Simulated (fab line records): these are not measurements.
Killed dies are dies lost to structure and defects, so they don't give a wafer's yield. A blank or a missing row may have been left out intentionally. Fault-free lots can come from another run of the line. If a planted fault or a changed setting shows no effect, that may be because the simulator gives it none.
fab line records	flow n5Finfet
record: lots: 6	wafers: 18	lastDay: 20
route steps=1938 shown BEOL_M3@962 BEOL_M4@1111
lots untouched by any fault: they come from a run of this same line in which no faults occurred
startH: hours from the record's first day to the start of the lot's first wafer shown	waitH: hours from the lot's prior step to this one	" unchanged from the row above	L1.1+2: a row that stands for several wafers	- no value, or no start was given	* or withheld: withheld	< > ~ a bound
route shown NAME@n: names a module that has steps shown in the file, with the first one's number in the route	usual: average and standard deviation across the fault-free wafers	same: alike in all rows	chamber/n: place in a boat	sites: readings site by site	_std_site: the values' standard deviation	_edge_site: inner sites' mean taken away from outer sites' mean	radiusMm: how far each site lies from the wafer's centre	mask NAME#n: copy n	behind: the last tool/chamber to shape the wafer	hold: reason for holding the lot/hours on hold/outcome of the hold	device: names the non-switching transistor (n, p or np)	end of line: at the end of the route, the tests of the same wafers	a step without rows: its recipe alone	killed: dies lost to structure and defects at the first sort, not the wafer's yield	map: a wafer's dies, x killed, . not, _ none there
set.NAME: the setting the step ran with; set.NAME@STEP: the setting that earlier step ran with	model.NAME: the simulator's own value behind a step, which no gauge read
lots seen at some steps along the route; tables by step, rows by wafer
services: when a tool's chamber went out of use (startH, in hours from the record's first day, below 0 if earlier), for how many hours, and the reason
== steps ==
step: N5_BEOL_M3_SOFTBAKE_23
recipe: tempC: 110	timeS: 60	resist: CAR-EUV
step: N5_BEOL_M3_EXPOSE_25
recipe: maskId: V2	na: 0.33	sourceShape: quasar	sigmaInner: 0.2	sigmaOuter: 0.8	polarization: unpolarized	defocusNm: 5	doseMj: 63
step: N5_BEOL_M3_PEB_26
recipe: pebTempC: 100	pebTimeS: 60	resist: CAR-EUV
step: N5_BEOL_M3_DEVELOP_27
recipe: developTimeS: 30	developer: TMAH	resist: CAR-EUV	rinseLiquid: surfactantRinse	dry: airSpin	devTempC: 23
step: N5_BEOL_M3_CD_MEAS_28
recipe: targetCdNm: 25.7	landingEnergyEv: 500	detector: seInlens	targetCdYNm: 23.3	polarity: opening
usual: cdNm: 25.79/0.24
lot.wafer	tool	chamber	startH	waitH	cdNm
L278.2	cdSem-01	0	176.24	-	25.64
L278.4	"	0	"	"	26.15
L278.6	"	0	"	"	25.85
L285.2	cdSem-01	0	256.09	-	25.61
L285.4	"	0	"	"	25.69
L285.5	"	0	"	"	25.58
L287.1	cdSem-01	0	257.34	-	25.50
L287.2	"	0	"	"	26.08
L287.6	"	0	"	"	25.16
L290.3	cdSem-03	0	264.52	-	25.55
L290.4	"	0	"	"	25.84
L290.5	"	0	"	"	25.86
L293.1	cdSem-01	0	276.33	-	25.62
L293.2	"	0	"	"	25.63
L293.4	"	0	"	"	25.76
L297.1	cdSem-01	0	306.65	-	25.57
L297.2	"	0	"	"	25.55
L297.4	"	0	"	"	25.87
step: N5_BEOL_M3_OVL_MEAS_29
recipe: pointsPerWafer: 522
usual: V2_OVL: 0.3/0.71
lot.wafer	tool	chamber	startH	waitH	V2_OVL[nm]
L278.2	overlay-02	0	176.27	0.0	0.6
L278.4	"	0	"	"	0.1
L278.6	"	0	"	"	0.3
L285.2	overlay-01	0	256.13	0.0	0.8
L285.4	"	0	"	"	0.9
L285.5	"	0	"	"	0.0
L287.1	overlay-02	0	257.37	0.0	-0.6
L287.2	"	0	"	"	1.0
L287.6	"	0	"	"	-0.1
L290.3	overlay-01	0	264.56	0.0	-0.3
L290.4	"	0	"	"	-0.1
L290.5	"	0	"	"	0.3
L293.1	overlay-02	0	276.36	0.0	-0.6
L293.2	"	0	"	"	0.4
L293.4	"	0	"	"	0.7
L297.1	overlay-02	0	306.68	0.0	-0.7
L297.2	"	0	"	"	0.4
L297.4	"	0	"	"	1.5
step: N5_BEOL_M3_INSPECT_30
recipe: mode: adi	inspectInstrument: brightfield
usual: rawDefectCount: 408/89
lot.wafer	tool	chamber	startH	waitH	rawDefectCount
L278.2	defectInspect-01	-	176.33	0.0	427
L278.4	"	-	"	"	395
L278.6	"	-	"	"	282
L285.2	defectInspect-02	-	256.18	0.0	495
L285.4	"	-	"	"	352
L285.5	"	-	"	"	410
L287.1	defectInspect-01	-	257.43	0.1	372
L287.2	"	-	"	"	397
L287.6	"	-	"	"	339
L290.3	defectInspect-02	-	264.61	0.0	453
L290.4	"	-	"	"	574
L290.5	"	-	"	"	737
L293.1	defectInspect-02	-	276.41	0.1	369
L293.2	"	-	"	"	315
L293.4	"	-	"	"	352
L297.1	defectInspect-01	-	306.74	0.1	475
L297.2	"	-	"	"	227
L297.4	"	-	"	"	314
step: N5_BEOL_M3_DESCUM_33
recipe: chemistry: O2	timeS: 7	sourcePowerW: 50	biasPowerW: 20	pressureMtorr: 20	rfFrequencyHz: 2.712e+07	tempC: 40	resist: CAR-EUV	o2FlowSccm: 225
usual: biasPowerW: 20.00/0.064	drypumpMotorCurrentA: 5.6/0.46	oesProductAu: 0.78/0.075	rfVppV: 243.1/1.4	showerheadPlenumPTorr: 2.08/0.073	throttleValvePct: 20.52/0.22
lot.wafer	tool	chamber	startH	waitH	biasPowerW	drypumpMotorCurrentA	oesProductAu	rfHoursCounterH	rfVppV	showerheadPlenumPTorr	throttleValvePct
L278.2	rieDiel-04	0	176.36	0.0	19.98	5.8	0.71	217	242.3	2.06	20.61
L278.4	"	2	"	"	20.01	5.5	0.78	130	242.3	2.00	20.16
L278.6	"	3	"	"	20.09	5.8	0.71	-	241.4	2.08	20.84
L285.2	rieDiel-04	2	256.57	0.4	19.96	5.5	0.75	152	242.6	1.99	20.18
L285.4	"	2	"	"	20.05	5.5	0.75	-	242.6	1.99	20.19
L285.5	"	0	"	"	20.04	5.8	0.69	-	241.9	2.05	20.65
L287.1	rieDiel-05	3	257.46	0.0	20.05	5.0	0.83	64	240.7	2.02	20.23
L287.2	"	0	"	"	19.97	4.7	0.70	218	245.5	2.17	20.71
L287.6	"	0	"	"	19.92	4.7	0.70	-	245.0	2.17	20.72
L290.3	rieDiel-04	0	264.64	0.0	19.88	5.8	0.69	246	242.6	2.05	20.63
L290.4	"	2	"	"	19.99	5.5	0.76	157	242.2	1.99	20.19
L290.5	"	0	"	"	19.86	5.8	0.69	-	242.3	2.05	20.64
L293.1	rieDiel-05	0	276.45	0.0	20.00	4.7	0.70	225	244.3	2.16	20.74
L293.2	"	1	"	"	20.12	5.9	0.85	82	244.9	2.22	20.77
L293.4	"	2	"	"	20.00	5.5	0.74	170	242.5	2.02	20.70
L297.1	rieDiel-05	0	306.78	0.0	19.99	4.7	0.69	234	244.1	2.16	20.75
L297.2	"	2	"	"	19.90	5.5	0.73	178	242.8	2.02	20.71
L297.4	"	1	"	"	20.05	5.9	0.84	90	245.2	2.22	20.77
step: N5_BEOL_M3_ETCH_77
recipe: chemistry: N2/H2	target: underlayer	targetDepthA: 65	maskMaterial: CAR-EUV	timeS: 5.2	ionEnergyEv: 200	pressureMtorr: 30	sourceW: 840	biasW: 150	n2FlowSccm: 200	h2FlowSccm: 200	ends: cleared
usual: drypumpMotorCurrentA: 5.7/0.47	etchRfOnTimeS: 5.13/0.11	oesProductAu: 0.67/0.062	rfFwdPowerW: 819.3/2.6	rfVppV: 523.4/2.6	showerheadPlenumPTorr: 2.53/0.086	throttleValvePct: 17.94/0.24
lot.wafer	tool	chamber	startH	waitH	drypumpMotorCurrentA	etchRfOnTimeS	oesProductAu	rfFwdPowerW	rfHoursCounterH	rfVppV	showerheadPlenumPTorr	throttleValvePct
L278.2	rieDiel-04	0	176.39	0.0	5.8	5.18	0.59	818.3	217	523.0	2.52	18.20
L278.4	"	2	"	"	5.5	5.13	0.66	817.0	130	520.8	2.44	17.55
L278.6	"	3	"	"	5.9	5.15	0.62	818.6	-	522.6	2.52	18.25
L285.2	rieDiel-04	2	256.61	0.0	5.5	5.20	0.64	819.1	152	522.1	2.43	17.61
L285.4	"	2	"	"	5.5	5.16	0.64	822.3	-	521.4	2.43	17.59
L285.5	"	0	"	"	5.8	5.16	0.59	817.7	-	520.4	2.51	18.25
L287.1	rieDiel-05	3	257.49	0.0	5.0	5.10	0.71	818.5	64	521.6	2.46	17.80
L287.2	"	0	"	"	4.7	5.29	0.58	817.9	218	528.8	2.64	18.16
L287.6	"	0	"	"	4.7	5.28	0.59	820.7	-	527.1	2.64	18.17
L290.3	rieDiel-04	0	264.67	0.0	5.8	5.21	0.58	819.7	246	524.7	2.51	18.24
L290.4	"	2	"	"	5.5	5.20	0.64	819.4	157	521.3	2.43	17.60
L290.5	"	0	"	"	5.8	5.17	0.58	821.2	-	523.9	2.51	18.27
L293.1	rieDiel-05	0	276.48	0.0	4.7	5.27	0.58	817.0	225	525.6	2.64	18.17
L293.2	"	1	"	"	5.9	5.06	0.72	821.8	82	527.0	2.68	18.18
L293.4	"	2	"	"	5.6	5.08	0.64	820.6	170	519.8	2.41	17.75
L297.1	rieDiel-05	0	306.81	0.0	4.8	5.24	0.59	815.5	234	527.2	2.63	18.18
L297.2	"	2	"	"	5.5	5.11	0.63	819.4	178	520.2	2.41	17.75
L297.4	"	1	"	"	5.9	5.14	0.71	821.3	90	528.6	2.68	18.21
step: N5_BEOL_M3_ETCH_69
recipe: chemistry: CF4	target: SiARC	targetDepthA: 156	maskMaterial: CAR-EUV	timeS: 26	ionEnergyEv: 80	pressureMtorr: 40	sourceW: 545	biasW: 36	Ar_flow_sccm: 100	cf4FlowSccm: 100	ends: cleared
usual: drypumpMotorCurrentA: 5.6/0.47	etchRfOnTimeS: 25.7/0.53	oesProductAu: 0.67/0.062	rfFwdPowerW: 531.9/2	rfVppV: 184.1/1	showerheadPlenumPTorr: 2.14/0.062	throttleValvePct: 15.71/0.2
lot.wafer	tool	chamber	startH	waitH	drypumpMotorCurrentA	etchRfOnTimeS	oesProductAu	rfFwdPowerW	rfHoursCounterH	rfVppV	showerheadPlenumPTorr	throttleValvePct
L278.2	rieDiel-04	0	176.41	0.0	5.8	25.7	0.61	533.5	217	184.3	2.12	15.93
L278.4	"	2	"	"	5.5	25.5	0.66	531.8	130	182.1	2.07	15.50
L278.6	"	3	"	"	5.8	25.6	0.61	530.5	-	183.8	2.14	16.08
L285.2	rieDiel-04	2	256.62	0.0	5.5	25.9	0.65	533.8	152	182.6	2.06	15.53
L285.4	"	2	"	"	5.5	26.1	0.64	538.3	-	184.0	2.06	15.55
L285.5	"	0	"	"	5.8	26.5	0.58	531.5	-	184.4	2.12	15.96
L287.1	rieDiel-05	3	257.51	0.0	5.0	25.6	0.72	530.1	64	183.2	2.09	15.49
L287.2	"	0	"	"	4.7	25.9	0.59	529.6	218	185.2	2.20	15.86
L287.6	"	0	"	"	4.7	25.9	0.59	531.7	-	185.2	2.20	15.88
L290.3	rieDiel-04	0	264.69	0.0	5.8	26.1	0.58	533.3	246	182.5	2.11	15.98
L290.4	"	2	"	"	5.5	25.8	0.64	534.8	157	183.2	2.06	15.55
L290.5	"	0	"	"	5.8	26.2	0.58	533.4	-	184.1	2.11	15.98
L293.1	rieDiel-05	0	276.50	0.0	4.7	26.2	0.59	528.1	225	183.4	2.20	15.92
L293.2	"	1	"	"	5.9	25.9	0.72	535.3	82	184.6	2.25	15.80
L293.4	"	2	"	"	5.5	25.7	0.64	530.3	170	183.4	2.06	15.73
L297.1	rieDiel-05	0	306.83	0.0	4.7	25.9	0.59	532.5	234	186.1	2.20	15.91
L297.2	"	2	"	"	5.5	25.7	0.63	531.0	178	183.9	2.06	15.75
L297.4	"	1	"	"	5.9	25.4	0.72	531.1	90	185.7	2.25	15.82
step: N5_BEOL_M3_ALD_98
recipe: material: SiO2	targetThkA: 25	tempC: 100	aldPrecursorFamily: BDEAS	aldCoReactant: O2-plasma	pulseTimeS: 1	coReactantPulseTimeS: 1	purgeTimeS: 2	coReactantPurgeTimeS: 2	aldCycles: 17	pressureTorr: 2
usual: heaterPowerW: 79/7.6	precursorPulseHeightRel: 1.000/0.02
same: coReactantPurgeTimeS: 2
lot.wafer	tool	chamber	startH	waitH	heaterPowerW	precursorPulseHeightRel
L278.2	aldSin-01	3	176.49	0.1	68	0.988
L278.4	"	2	"	"	81	0.992
L278.6	"	1	"	"	89	1.005
L285.2	aldSin-02	3	256.71	0.1	88	0.951
L285.4	"	1	"	"	82	0.999
L285.5	"	1	"	"	80	1.001
L287.1	aldSin-01	0	257.92	0.4	77	1.045
L287.2	"	2	"	"	82	0.991
L287.6	"	2	"	"	81	0.984
L290.3	aldSin-03	1	264.77	0.1	82	0.994
L290.4	"	2	"	"	86	1.002
L290.5	"	2	"	"	88	1.019
L293.1	aldSin-01	1	276.78	0.2	92	0.984
L293.2	"	3	"	"	70	1.047
L293.4	"	0	"	"	79	1.005
L297.1	aldSin-02	2	307.24	0.4	70	1.006
L297.2	"	3	"	"	87	0.994
L297.4	"	0	"	"	73	1.010
step: N5_BEOL_M3_ETCHBACK_99
recipe: chemistry: CHF3	target: SiO2	targetDepthA: 50	timeS: 10.4	sourceW: 215	biasW: 47	Ar_flow_sccm: 200	CHF3_flow_sccm: 12	ionEnergyEv: 100	pressureMtorr: 30
usual: drypumpMotorCurrentA: 5.7/0.48	oesProductAu: 0.79/0.076	rfVppV: 239/4.9	showerheadPlenumPTorr: 2.15/0.058	throttleValvePct: 17.15/0.18
lot.wafer	tool	chamber	startH	waitH	drypumpMotorCurrentA	oesProductAu	rfHoursCounterH	rfVppV	showerheadPlenumPTorr	throttleValvePct
L278.2	rieDiel-01	1	192.18	15.6	6.1	0.71	204	240	2.20	16.94
L278.4	"	3	"	"	6.4	0.88	31	240	2.13	17.14
L278.6	"	3	"	"	6.4	0.89	-	238	2.13	17.14
L285.2	rieDiel-01	0	269.42	12.7	6.2	0.93	13	251	2.21	17.17
L285.4	"	0	"	"	6.1	0.92	-	253	2.21	17.17
L285.5	"	3	"	"	6.3	0.85	-	239	2.12	17.18
L287.1	rieDiel-01	3	272.89	14.9	6.3	0.85	57	238	2.12	17.21
L287.2	"	0	"	"	6.2	0.93	14	253	2.21	17.17
L287.6	"	3	"	"	6.3	0.85	-	239	2.12	17.20
L290.3	rieDiel-04	1	283.23	18.4	5.7	0.81	93	240	2.08	17.09
L290.4	"	3	"	"	5.9	0.70	-	242	2.14	17.57
L290.5	"	2	"	"	5.5	0.74	-	229	2.07	17.04
L293.1	rieDiel-05	0	286.36	9.5	4.7	0.69	228	236	2.20	17.30
L293.2	"	2	"	"	5.5	0.74	174	236	2.08	17.27
L293.4	"	1	"	"	5.9	0.84	85	240	2.27	17.28
L297.1	rieDiel-05	0	339.29	32.0	4.7	0.68	243	239	2.20	17.32
L297.2	"	3	"	"	5.0	0.82	84	236	2.09	17.03
L297.4	"	1	"	"	5.9	0.82	99	239	2.26	17.31
step: N5_BEOL_M3_ETCH_70
recipe: chemistry: N2/H2	target: SOC	targetDepthA: 800	overetchA: 160	maskMaterial: SiARC	tempC: 40	timeS: 120	ionEnergyEv: 200	pressureMtorr: 30	sourceW: 840	biasW: 150	n2FlowSccm: 200	h2FlowSccm: 200
usual: drypumpMotorCurrentA: 5.7/0.48	oesProductAu: 0.60/0.057	rfFwdPowerW: 835.1/2.6	rfVppV: 523.6/2.3	showerheadPlenumPTorr: 2.53/0.084	throttleValvePct: 17.87/0.22
lot.wafer	tool	chamber	startH	waitH	drypumpMotorCurrentA	oesProductAu	rfFwdPowerW	rfHoursCounterH	rfVppV	showerheadPlenumPTorr	throttleValvePct	model.SiARC_of_BEOL_M3_COAT_68.thkNm
L278.2	rieDiel-01	1	192.22	0.0	6.2	0.54	837.1	204	526.4	2.62	17.81	6
L278.4	"	3	"	"	6.3	0.68	830.3	31	522.8	2.48	17.64	6.6
L278.6	"	3	"	"	6.3	0.68	837.8	-	524.0	2.48	17.63	6.4
L285.2	rieDiel-01	0	269.46	0.0	6.1	0.69	1033.8	13	488.4	2.62	17.99	5.2
L285.4	"	0	"	"	6.1	0.69	1033.2	-	489.7	2.62	18.01	5.2
L285.5	"	3	"	"	6.4	0.66	1036.9	-	486.7	2.47	17.68	5.8
L287.1	rieDiel-01	3	272.92	0.0	6.4	0.65	1038.2	57	487.1	2.46	17.68	5.8
L287.2	"	0	"	"	6.1	0.69	1035.4	14	490.0	2.62	18.01	5.2
L287.6	"	3	"	"	6.4	0.66	1042.0	-	485.0	2.46	17.66	5.8
L290.3	rieDiel-04	1	283.26	0.0	5.7	0.62	836.4	93	520.9	2.46	17.93	6.4
L290.4	"	3	"	"	5.9	0.53	836.2	-	523.0	2.51	18.22	6.2
L290.5	"	2	"	"	5.5	0.58	837.6	-	520.7	2.42	17.59	6.6
L293.1	rieDiel-05	0	286.40	0.0	4.7	0.53	832.1	228	526.1	2.64	18.12	6.4
L293.2	"	2	"	"	5.5	0.56	837.4	174	520.5	2.41	17.71	6.4
L293.4	"	1	"	"	5.9	0.64	833.4	85	526.4	2.68	18.15	6.2
L297.1	rieDiel-05	0	339.32	0.0	4.7	0.52	832.3	243	525.5	2.63	18.14	6.4
L297.2	"	3	"	"	5.0	0.62	833.7	84	521.2	2.46	17.75	6.4
L297.4	"	1	"	"	5.9	0.62	834.0	99	526.9	2.67	18.16	6.2
step: N5_BEOL_M3_STRIP_71
recipe: chemistry: N2/H2	tempC: 40	n2FlowSccm: 200	h2FlowSccm: 200	rfFrequencyHz: 6e+07
step: N5_BEOL_M4_RC_MEAS_101
usual: DIBL_N: 36.3/1.6	DIBL_P: 36.4/2.1	IOFF_N: 0.16/0.032	IOFF_P: 0.22/0.044	ION_N: 675/12	ION_P: 463/8.3	SS_N: 71.6/0.64	SS_P: 73.3/0.67	VT_N: 250/3.3	VT_P: -250/3.7
lot.wafer	tool	chamber	startH	waitH	DIBL_N[mV/V]	DIBL_P[mV/V]	IOFF_N[nA/um]	IOFF_P[nA/um]	ION_N[uA/um]	ION_P[uA/um]	SS_N[mV/dec]	SS_P[mV/dec]	VT_N[mV]	VT_P[mV]
L278.2	prober-01	0	219.13	0.2	37.4	38.4	0.19	0.25	684	468	71.2	73.8	245	-248
L278.4	"	0	"	"	37.6	38.7	0.18	0.24	682	468	72.0	73.3	249	-250
L278.6	"	0	"	"	35.2	35.4	0.15	0.20	660	463	70.3	72.8	250	-250
L285.2	prober-02	0	287.15	0.2	33.6	32.0	0.12	0.19	662	463	70.6	72.5	254	-250
L285.4	"	0	"	"	34.8	35.0	0.15	0.23	677	465	71.1	72.6	249	-247
L285.5	"	0	"	"	35.6	34.6	0.15	0.22	671	462	71.6	73.3	251	-247
L287.1	prober-01	0	291.12	0.0	37.7	38.8	0.21	0.25	681	462	72.8	74.3	245	-247
L287.2	"	0	"	"	39.5	42.2	0.26	0.33	704	480	73.4	74.9	245	-244
L287.6	"	0	"	"	36.5	38.8	0.19	0.25	693	476	72.3	73.4	247	-248
L290.3	prober-02	0	310.25	0.3	34.7	33.3	0.13	0.18	667	459	71.3	72.8	248	-253
L290.4	"	0	"	"	35.7	34.1	0.14	0.19	667	460	71.6	73.3	252	-253
L290.5	"	0	"	"	34.7	33.7	0.14	0.19	689	471	70.9	72.8	251	-253
L293.1	prober-02	0	317.05	0.0	37.7	37.0	0.15	0.18	685	463	71.4	73.3	250	-256
L293.2	"	0	"	"	36.0	35.4	0.13	0.17	678	459	71.3	72.8	251	-254
L293.4	"	0	"	"	34.7	33.3	0.10	0.13	648	443	71.1	72.2	258	-259
L297.1	prober-01	0	381.10	0.0	36.1	35.0	0.16	0.21	677	464	72.1	72.6	251	-249
L297.2	"	0	"	"	37.0	36.6	0.17	0.23	676	468	72.2	73.1	249	-247
L297.4	"	0	"	"	36.2	36.2	0.16	0.23	686	473	71.7	72.7	248	-250
== services ==
tool	chamber	startH	hours	kind
rieDiel-01	3	160.50	4.9	repair
aldSin-02	-	176.76	14.0	pm
aldSin-03	2	191.18	3.0	repair
rieDiel-01	0	198.60	-	clean
rieDiel-04	2	222.58	4.9	repair
rieDiel-05	-	223.92	0.2	repair
rieDiel-01	-	240.37	5.9	repair
aldSin-03	0	252.23	4.6	repair
rieDiel-01	2	252.91	26.0	repair
rieDiel-01	-	253.32	6.4	repair
aldSin-02	1	267.87	7.1	repair
aldSin-03	-	268.25	14.0	pm
rieDiel-04	0	277.96	-	clean
rieDiel-04	0	277.96	-	consumableReplace:focusRing
rieDiel-04	0	277.96	19.5	scheduledDown
rieDiel-04	0	277.96	19.5	ventCycle
rieDiel-04	3	297.44	-	clean
rieDiel-04	3	297.44	-	consumableReplace:focusRing
rieDiel-04	3	297.44	27.5	scheduledDown
rieDiel-04	3	297.44	27.5	ventCycle
rieDiel-01	0	301.70	3.2	repair
aldSin-03	1	317.46	2.1	repair
aldSin-01	-	334.92	22.2	repair
aldSin-03	2	337.66	4.2	repair
== key ==
firstSign: step: N5_BEOL_M3_ETCH_70	reading: rfFwdPowerW	direction: up	sigmas: 78	usual: *	struck: *
effect: step: N5_BEOL_M3_ETCH_70	reading: rfVppV	direction: down	sigmas: 16	usual: 523.6	struck: 487.8
modelEffect: step: N5_BEOL_M3_ETCH_70	value: SiARC_of_BEOL_M3_COAT_68.thkNm	without: 6.267	struck: 5.5
metAt N5_BEOL_M3_ETCH_70
struckWafers L285.2,L285.4,L285.5,L287.1,L287.2,L287.6
onsetBetween 192.22 269.46
fault: kind: processParameterDrift	tool: rieDiel-01	chamber: -	onsetH: 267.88	steps: N5_BEOL_M3_ETCH_70	channel: sourceW	offset: 201.6	shape: step	endH: 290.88	actsIn: theseRecipesOnly	stated: 840
